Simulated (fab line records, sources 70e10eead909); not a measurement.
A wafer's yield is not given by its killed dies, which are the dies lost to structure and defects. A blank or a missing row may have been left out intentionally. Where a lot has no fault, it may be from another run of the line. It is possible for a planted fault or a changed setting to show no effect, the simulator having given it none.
Chamber matching	flow nand_harc	NHARC_A_CONTACT_DEP_85 on pecvd-01: 3 sister chambers
The step deposits SiON, target thk 50 nm. 16 wafers are shown with their chamber, then 8 later ones without.

== WAFERS, EACH WITH ITS CHAMBER ==
wafer	chamber	heater_power_w (W)
L074.1	0	939
L074.2	2	630
L074.5	0	937
L076.2	0	937
L076.4	0	912
L076.5	2	636
L085.1	1	640
L085.4	2	599
L085.5	1	651
L090.1	2	632
L090.3	0	912
L090.6	1	699
L093.1	2	664
L093.2	1	632
L093.6	0	982
L089.1	2	626

SIGNATURES (averages over the wafers above)
reading	chamber 0	chamber 1	chamber 2	scatter within a chamber
heater_power_w	936.50	655.50	631.17	25
Rule: for each reading, subtract the chamber's mean from the wafer's reading, divide by that reading's scatter and square the result; add these up over the readings and take the root, which gives the wafer's distance from the chamber. If the next closest chamber is less than 2 further off than the closest, the wafer can't be placed; otherwise it belongs to the closest. The scatter: take each reading less its chamber's mean, square it, sum over the shown wafers, divide by the number of wafers less the number of chambers, and take the root.

== WAFERS MISSING THEIR CHAMBER ==
wafer	heater_power_w (W)
L089.2	910
L089.5	891
L092.1	865
L092.3	566
L092.4	894
L097.2	655
L097.4	657
L097.6	881

== CHAMBER TAKEN BY EACH ==
wafer	from the rows above	in truth
L089.2	0	0
L089.5	0	0
L092.1	0	0
L092.3	can't be placed: 2 or 1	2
L092.4	0	0
L097.2	can't be placed: 1 or 2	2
L097.4	can't be placed: 1 or 2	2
L097.6	0	0
Placed correctly: 5 of 8. Not placeable from these rows: 3 (in 3, the candidates include the true chamber). Placed wrongly: 0.
